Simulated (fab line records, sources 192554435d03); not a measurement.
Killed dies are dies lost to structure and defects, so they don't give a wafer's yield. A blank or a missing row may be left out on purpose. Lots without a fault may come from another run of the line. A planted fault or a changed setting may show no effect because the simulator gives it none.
fab line records | flow n5_finfet
record lots=7 wafers=17 last_day=19
route steps=1938 shown BEOL_M4@1071 PASSIVATION@1936
lots that met no fault: from a run of the same line without faults
start_h: hours from the record's first day to the start of the lot's first wafer shown | wait_h: hours since the lot's step before | " the same as in the row above | L1.1+2: a row that stands for several wafers | - no value, or no start given | * or withheld: withheld | < > ~ a bound
route shown NAME@n: a module of which the file shows steps, and the number in the route of the first | usual: mean/standard deviation of fault-free wafers | same: alike in all rows | chamber/n: place in a boat | sites: the reading at each site | _std_site: their standard deviation | _edge_site: outer sites' mean less inner sites' | radius_mm: how far each site lies from the wafer's centre | mask NAME#n: copy n | behind: the tool/chamber that last shaped the wafer | hold: why the lot was held/for how many hours/how that ended | device: the transistor (n, p or np) that didn't switch | end of line: the same wafers' tests at the end of the route | a step without rows: its recipe alone | killed: dies lost to structure and defects at the first sort, not the wafer's yield | map: a wafer's dies, x killed, . not, _ none there
set.NAME: the setting as run; set.NAME@STEP: as run at that earlier step | model.NAME: the simulator's own value behind a step, which no gauge read
lots at some steps of the route; a table a step, a row a wafer
services: from which hour (start_h, from the record's first day; less than 0 if before it) a tool's chamber was out of use, for how many hours, and why
## steps
# step N5_BEOL_M4_ETCH_41
# recipe chemistry=CH3F/O2 target=SiCN target_depth_a=299 taper_deg=2 time_s=52.5 ion_energy_ev=120 mask_material=TiN pressure_mtorr=30 source_w=395 bias_w=75 Ar_flow_sccm=150 CH3F_flow_sccm=30 O2_flow_sccm=20
# usual drypump_motor_current_A=5.5/0.31 oes_product_au=0.81/0.095 rf_vpp_V=297.5/1.6 showerhead_plenum_p_Torr=2.00/0.077 throttle_valve_pct=16.22/0.21
# columns lot.wafer tool chamber start_h wait_h drypump_motor_current_A oes_product_au rf_hours_counter_h rf_vpp_V showerhead_plenum_p_Torr throttle_valve_pct
L847.3 rie_diel-04 1 - - 5.9 0.72 206 296.0 1.91 16.38
L847.4 " 0 " " 5.5 0.71 212 297.2 1.99 16.30
L847.5 " 2 " " 5.4 0.68 - 295.6 1.96 16.27
L852.2 rie_diel-04 3 - - 5.2 0.74 180 298.4 1.98 16.25
L852.5 " 3 " " 5.2 0.75 - 299.4 1.98 16.26
L852.6 " 0 " " 5.5 0.71 - 297.6 1.98 16.32
L864.1 rie_diel-01 0 - - 5.3 0.67 238 298.7 2.05 16.38
L861.6 rie_diel-03 2 - - 4.9 0.87 - 300.2 2.13 16.37
L862.1 rie_diel-03 1 - - 5.8 0.94 15 297.1 2.06 16.26
L862.3 " 2 " " 4.9 0.87 54 298.6 2.13 16.37
L862.6 " 2 " " 4.9 0.86 - 299.8 2.13 16.37
L865.4 rie_diel-01 2 - - 5.8 0.70 - 295.8 1.89 16.52
L865.5 " 1 " " 5.6 0.96 - 301.3 2.13 15.87
L865.6 " 3 " " 5.2 0.81 - 294.8 1.92 16.16
L870.1 rie_diel-03 1 - - 5.8 0.91 30 297.6 2.06 16.27
L870.3 " 0 " " 5.8 0.84 56 296.4 2.03 15.81
L870.5 " 0 " " 5.8 0.84 - 297.5 2.03 15.80
# step N5_BEOL_M4_STRIP_97
# recipe chemistry=N2/H2 time_s=10 power_w=450 temp_c=40 pressure_mtorr=20 rf_frequency_hz=6e+07 bias_power_w=7 n2_flow_sccm=200 h2_flow_sccm=200
# usual bias_power_w=7.001/0.022 drypump_motor_current_A=5.5/0.31 oes_product_au=0.81/0.095 rf_vpp_V=59.2/0.78 showerhead_plenum_p_Torr=2.55/0.095 throttle_valve_pct=23.57/0.28
# columns lot.wafer tool chamber start_h wait_h bias_power_w drypump_motor_current_A oes_product_au rf_hours_counter_h rf_vpp_V showerhead_plenum_p_Torr throttle_valve_pct
L847.3 rie_diel-04 1 - - 7.003 5.9 0.72 206 58.9 2.42 23.40
L847.4 " 0 " " 7.019 5.5 0.72 212 58.4 2.52 23.88
L847.5 " 2 " " 6.986 5.4 0.69 - 58.3 2.49 23.27
L852.2 rie_diel-04 3 - - 6.992 5.2 0.73 180 59.7 2.54 23.84
L852.5 " 3 " " 6.966 5.2 0.73 - 57.4 2.54 23.82
L852.6 " 0 " " 7.018 5.5 0.71 - 57.9 2.52 23.90
L864.1 rie_diel-01 0 - - 6.963 5.3 0.69 239 59.3 2.61 23.83
L861.6 rie_diel-03 2 - - 6.992 4.9 0.86 - 59.9 2.69 23.79
L862.1 rie_diel-03 1 - - 7.044 5.9 0.93 15 60.3 2.60 23.75
L862.3 " 2 " " 6.999 4.9 0.86 54 60.1 2.69 23.81
L862.6 " 2 " " 6.985 4.9 0.85 - 59.3 2.69 23.80
L865.4 rie_diel-01 2 - - 7.015 5.8 0.70 - 59.2 2.40 23.59
L865.5 " 1 " " 6.992 5.6 0.96 - 59.6 2.70 23.05
L865.6 " 3 " " 6.977 5.3 0.80 - 58.0 2.45 23.10
L870.1 rie_diel-03 1 - - 7.005 5.8 0.89 30 59.7 2.59 23.77
L870.3 " 0 " " 7.009 5.8 0.87 56 59.2 2.58 23.25
L870.5 " 0 " " 6.986 5.8 0.86 - 57.6 2.58 23.23
# step N5_BEOL_M4_OCD_MEAS_38
# usual trench_depth_nm=55.7/1.3
# columns lot.wafer tool chamber start_h wait_h trench_depth_nm
L847.3 ocd-01 - 172.63 - 55.2
L847.4 " - " " 54.5
L847.5 " - " " 55.4
L852.2 ocd-01 - 197.18 - 55.6
L852.5 " - " " 56.1
L852.6 " - " " 55.1
L864.1 ocd-02 - 262.98 - 52.5
L861.6 ocd-02 - 283.67 - 57.0
L862.1 ocd-01 - 287.93 - 57.8
L862.3 " - " " 57.1
L862.6 " - " " 56.9
L865.4 ocd-02 - 309.56 - 53.9
L865.5 " - " " 56.0
L865.6 " - " " 55.4
L870.1 ocd-02 - 328.70 - 57.8
L870.3 " - " " 56.6
L870.5 " - " " 56.1
# step N5_BEOL_M4_HM_STRIP_39
# recipe chemistry=peroxide_tin_strip material=TiN target_depth_a=250 temp_c=50 time_s=158
# step N5_BEOL_M4_SRD_40
# recipe time_s=30 temp_c=23 rinse_liquid=diw dry=ipa_marangoni
# step N5_BEOL_M4_PRECLEAN_42
# recipe chemistry=residue_remover time_s=60 temp_c=40
# step N5_BEOL_M4_SRD_43
# recipe time_s=30 temp_c=23 rinse_liquid=diw dry=ipa_marangoni
# step N5_BEOL_M4_CD_MEAS_35
# recipe target_cd_nm=18 target_cd_y_nm=22.4 polarity=opening
# usual cd_nm=18.1/0.36
# columns lot.wafer tool chamber start_h wait_h cd_nm
L847.3 cd_sem-01 - 172.79 0.0 17.6
L847.4 " - " " 17.5
L847.5 " - " " 18.1
L852.2 cd_sem-03 - 197.33 0.0 18.2
L852.5 " - " " 18.0
L852.6 " - " " 17.5
L864.1 cd_sem-01 - 263.13 0.0 17.5
L861.6 cd_sem-02 - 283.83 0.0 18.0
L862.1 cd_sem-03 - 288.08 0.0 18.6
L862.3 " - " " 18.0
L862.6 " - " " 18.2
L865.4 cd_sem-03 - 309.71 0.0 17.9
L865.5 " - " " 17.6
L865.6 " - " " 18.3
L870.1 cd_sem-03 - 328.85 0.0 17.9
L870.3 " - " " 18.0
L870.5 " - " " 17.5
# step N5_BEOL_M4_DEGAS_44
# recipe ambient=vacuum temp_c=250 time_s=60
# usual heater_power_w=342/25 susceptor_temp_C=249.99/0.17
# columns lot.wafer tool chamber start_h wait_h heater_power_w susceptor_temp_C
L847.3 pvd_sputter-02 - 172.98 0.2 325 249.89
L847.4 " - " " 337 249.73
L847.5 " - " " 323 249.92
L852.2 pvd_sputter-03 - 197.92 0.6 330 249.75
L852.5 " - " " 363 249.69
L852.6 " - " " 327 250.02
L864.1 pvd_sputter-01 - 263.36 0.2 355 250.22
L861.6 pvd_sputter-01 - 283.92 0.1 345 249.61
L862.1 pvd_sputter-02 - 288.15 0.1 328 250.42
L862.3 " - " " 335 250.00
L862.6 " - " " 331 250.19
L865.4 pvd_sputter-01 - 309.92 0.2 323 250.09
L865.5 " - " " 354 249.95
L865.6 " - " " 365 249.93
L870.1 pvd_sputter-02 - 329.03 0.2 321 250.44
L870.3 " - " " 403 250.07
L870.5 " - " " 408 250.01
# step N5_BEOL_M4_PRE_CLEAN_45
# recipe gas=H2/He time_s=30 temp_c=250
# usual heater_power_w=343/25 susceptor_temp_C=250.00/0.19
# columns lot.wafer tool chamber start_h wait_h heater_power_w susceptor_temp_C
L847.3 pvd_sputter-02 - 173.02 0.0 327 250.03
L847.4 " - " " 345 249.70
L847.5 " - " " 323 249.84
L852.2 pvd_sputter-03 - 197.96 0.0 330 250.15
L852.5 " - " " 368 250.17
L852.6 " - " " 329 250.19
L864.1 pvd_sputter-01 - 263.40 0.0 353 249.85
L861.6 pvd_sputter-01 - 283.96 0.0 364 249.93
L862.1 pvd_sputter-02 - 288.19 0.0 321 250.09
L862.3 " - " " 338 249.71
L862.6 " - " " 323 249.89
L865.4 pvd_sputter-01 - 309.96 0.0 318 250.00
L865.5 " - " " 349 249.91
L865.6 " - " " 350 249.74
L870.1 pvd_sputter-02 - 329.07 0.0 326 250.13
L870.3 " - " " 407 250.04
L870.5 " - " " 409 249.95
# step N5_BEOL_M4_ALD_84
# recipe material=TaN target_thk_a=* temp_c=275 ald_precursor_family=PDMAT ald_co_reactant=NH3 pressure_torr=3 carrier_flow_sccm=1500 pulse_time_s=2 purge_time_s=3 co_reactant_purge_time_s=2 co_reactant_pulse_time_s=3 ald_cycles=30 precursor_vessel_temp_c=75 precursor_vessel_pressure_torr=26.25 precursor_vessel_carrier_sccm=1000
# step N5_BEOL_M4_SURFACE_TREAT_85
# recipe gas=Ar time_s=* ion_energy_ev=* ion_current_ma_cm2=0.5 pressure_mtorr=* ar_flow_sccm=30
# step N5_BEOL_M4_CVD_47
# recipe material=Co target_thk_a=30 temp_c=withheld precursor=CCTBA/H2 pressure_torr=30 time_s=223.8
# usual run_length_s=246.7/0.57
# columns lot.wafer tool chamber start_h wait_h run_length_s
L847.3 cvd_co-01 0 173.40 0.1 246.5
L847.4 " 1 " " 246.7
L847.5 " 2 " " 246.1
L852.2 cvd_co-02 1 198.67 0.2 245.7
L852.5 " 1 " " 245.9
L852.6 " 0 " " 247.7
L864.1 cvd_co-02 0 263.98 0.1 249.8
L861.6 cvd_co-02 0 284.38 0.1 250.4
L862.1 cvd_co-02 0 288.61 0.0 249.7
L862.3 " 2 " " 247.2
L862.6 " 1 " " 245.7
L865.4 cvd_co-01 0 310.47 0.2 247.1
L865.5 " 1 " " 247.1
L865.6 " 2 " " 246.3
L870.1 cvd_co-01 2 329.54 0.0 245.8
L870.3 " 1 " " 246.6
L870.5 " 1 " " 246.9
# step N5_BEOL_M4_SPUTTER_48
# recipe material=Cu target_thk_a=45 temp_c=-20 chamber_pressure_pa=0.07 power_w=withheld time_s=8.29
# usual susceptor_temp_C=-20.00/0.11 throttle_valve_pct=29.3/1.2
# columns lot.wafer tool chamber start_h wait_h susceptor_temp_C throttle_valve_pct
L847.3 pvd_sputter-02 - 173.56 0.1 -20.10 28.3
L847.4 " - " " -19.95 30.5
L847.5 " - " " -20.14 30.5
L852.2 pvd_sputter-03 - 200.66 1.9 -20.11 30.2
L852.5 " - " " -19.95 29.2
L852.6 " - " " -19.89 29.8
L864.1 pvd_sputter-03 - 264.14 0.1 -19.96 29.6
L861.6 pvd_sputter-01 - 284.52 0.1 -19.89 28.3
L862.1 pvd_sputter-01 - 288.77 0.1 -19.98 28.3
L862.3 " - " " -20.01 29.0
L862.6 " - " " -20.17 28.8
L865.4 pvd_sputter-03 - 310.62 0.1 -20.06 30.3
L865.5 " - " " -19.98 30.0
L865.6 " - " " -19.90 29.6
L870.1 pvd_sputter-03 - 329.71 0.1 -20.01 29.0
L870.3 " - " " -19.99 29.8
L870.5 " - " " -19.66 28.9
# step N5_PASSIVATION_PROBE_49
# usual killed_at_M0_to_M3=33/11 killed_at_M4_up=15/6.2 killed_at_contacts=13/6.5 killed_at_front_end=38/11 killed_at_other=3.4/2.6 killed_dies=102/17 killed_open=67/12 killed_short=34/7.9
# same gross_dies=1180 killed_at_back_side=0
# columns lot.wafer tool chamber start_h wait_h killed_at_M0_to_M3 killed_at_M4_up killed_at_contacts killed_at_front_end killed_at_other killed_dies killed_open killed_short
L847.3 prober-01 - 273.76 0.1 15 9 15 35 5 79 55 24
L847.4 prober-01 - 273.81 0.2 25 14 30 29 2 100 62 37
L847.5 prober-01 - 273.86 0.2 41 12 18 36 0 107 61 46
L861.6 prober-01 - 392.12 0.3 28 15 8 22 4 77 55 17
L864.1 prober-02 - 392.52 0.0 38 24 14 30 7 113 71 35
L862.1 prober-01 - 394.00 0.0 20 24 26 51 4 125 80 44
L862.3 prober-01 - 394.10 0.1 33 18 6 55 1 113 70 41
L862.6 prober-01 - 394.25 0.3 23 9 17 55 3 107 74 33
# killed by level:class
L847.3 MOL_CONTACT_COAG:geometric_particle:open=11 FIN_SAQP:geometric_particle:short=8 DUMMY_GATE:geometric_particle:open=6 FIN_SAQP:geometric_particle:open=5 STI_FIN_REVEAL:geometric_particle:open=5 MOL_CONTACT_COAG:geometric_particle:short=4 BEOL_M0_SAQP:geometric_particle:open=4 MIM_TOP_ETCH:geometric_particle:open=4
L847.4 MOL_CONTACT_COAG:geometric_particle:open=15 MOL_CONTACT_COAG:geometric_particle:short=15 BEOL_M2:geometric_particle:open=10 BEOL_M3:geometric_particle:open=6 FIN_SAQP:geometric_particle:short=5 DUMMY_GATE:geometric_particle:open=5 BEOL_M5:geometric_particle:open=4 STI_FIN_REVEAL:geometric_particle:open=4
L847.5 MOL_CONTACT_COAG:geometric_particle:open=11 BEOL_M0_SAQP:geometric_particle:short=10 BEOL_M0_SAQP:geometric_particle:open=8 GATE_CUT:geometric_particle:open=7 MOL_CONTACT_COAG:geometric_particle:short=7 BEOL_M1:geometric_particle:open=6 DUMMY_GATE:geometric_particle:open=5 GATE_CUT:geometric_particle:short=5
L861.6 MOL_CONTACT_COAG:geometric_particle:open=8 BEOL_M4:geometric_particle:open=7 BEOL_M0_SAQP:geometric_particle:open=6 BEOL_M1:geometric_particle:open=6 STI_FIN_REVEAL:geometric_particle:open=5 BEOL_M3:interface_void_opened=5 BEOL_M5:geometric_particle:open=4 FIN_SAQP:geometric_particle:short=3
L864.1 BEOL_M4:geometric_particle:open=13 MOL_CONTACT_COAG:geometric_particle:open=12 BEOL_M2:geometric_particle:open=11 GATE_CUT:geometric_particle:open=5 BEOL_M1:geometric_particle:open=5 BEOL_M4:geometric_particle:short=5 BEOL_M3:interface_void_opened=5 BEOL_M0_SAQP:geometric_particle:open=4
L862.1 MOL_CONTACT_COAG:geometric_particle:open=23 FIN_SAQP:geometric_particle:short=10 BEOL_M1:geometric_particle:open=9 BEOL_M4:geometric_particle:open=9 FIN_SAQP:geometric_particle:open=7 DUMMY_GATE:geometric_particle:open=6 GATE_CUT:geometric_particle:short=5 STI_FIN_REVEAL:geometric_particle:short=4
L862.3 FIN_SAQP:geometric_particle:short=24 FIN_SAQP:geometric_particle:open=15 BEOL_M4:geometric_particle:open=11 BEOL_M3:geometric_particle:open=8 BEOL_M0_SAQP:geometric_particle:short=7 BEOL_M0_SAQP:geometric_particle:open=7 MOL_CONTACT_COAG:geometric_particle:open=6 BEOL_M2:geometric_particle:open=6
L862.6 STI_FIN_REVEAL:geometric_particle:open=16 MOL_CONTACT_COAG:geometric_particle:open=13 FIN_SAQP:geometric_particle:short=11 FIN_SAQP:geometric_particle:open=9 BEOL_M1:geometric_particle:open=9 BEOL_M3:geometric_particle:open=5 MOL_CONTACT_COAG:geometric_particle:short=4 STARTING-WAFER:geometric_particle:open=4
## services
# columns tool chamber start_h hours kind
rie_diel-03 - 149.57 2.8 pm
rie_diel-04 0 165.31 3.0 repair
rie_diel-04 2 183.03 - clean
rie_diel-04 2 183.03 - consumable_replace:focus_ring
rie_diel-04 2 183.03 14.3 scheduled_down
rie_diel-04 2 183.03 14.3 vent_cycle
cvd_co-02 2 184.98 28.7 repair
rie_diel-03 1 218.97 - clean
rie_diel-03 1 218.97 - consumable_replace:focus_ring
rie_diel-03 1 218.97 17.2 scheduled_down
rie_diel-03 1 218.97 17.2 vent_cycle
rie_diel-04 1 232.60 8.5 repair
cvd_co-02 - 235.74 1.7 repair
rie_diel-01 3 236.72 4.0 repair
rie_diel-04 2 262.52 29.1 repair
cvd_co-01 - 267.94 1.4 repair
rie_diel-03 0 285.15 18.7 repair
rie_diel-04 0 291.63 - clean
rie_diel-04 0 291.63 - consumable_replace:focus_ring
rie_diel-04 0 291.63 22.6 scheduled_down
rie_diel-04 0 291.63 22.6 vent_cycle
rie_diel-04 1 314.27 - clean
rie_diel-04 1 314.27 - consumable_replace:focus_ring
rie_diel-04 1 314.27 - consumable_replace:showerhead
## key
first_sign step=N5_BEOL_M4_CVD_47 reading=run_length_s direction=up sigmas=5.9 usual=* struck=*
effect none on later readings
met_at N5_BEOL_M4_CVD_47
struck_wafers L861.6,L862.1,L864.1
tester_left_out L864
onset_between 198.67 263.98
earlier_fault kind=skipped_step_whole tool=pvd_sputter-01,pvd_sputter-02 chamber=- onset_h=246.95 steps=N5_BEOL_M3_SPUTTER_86 scope=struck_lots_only
earlier_fault kind=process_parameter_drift tool=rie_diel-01 chamber=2 onset_h=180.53 steps=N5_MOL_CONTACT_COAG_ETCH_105 channel=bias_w offset=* shape=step acts_in=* stated=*
fault kind=process_parameter_drift tool=cvd_co-02 chamber=0 onset_h=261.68 steps=N5_BEOL_M4_CVD_47 channel=time_s offset=* shape=step acts_in=* stated=*
# tester_left_out: of these lots the tester's yield and bins aren't shown, on N5 and GAA mostly nor the transistor test; their killed dies are dies lost to structure and defects alone, not to doping, threshold or leakage, so they don't give the yield
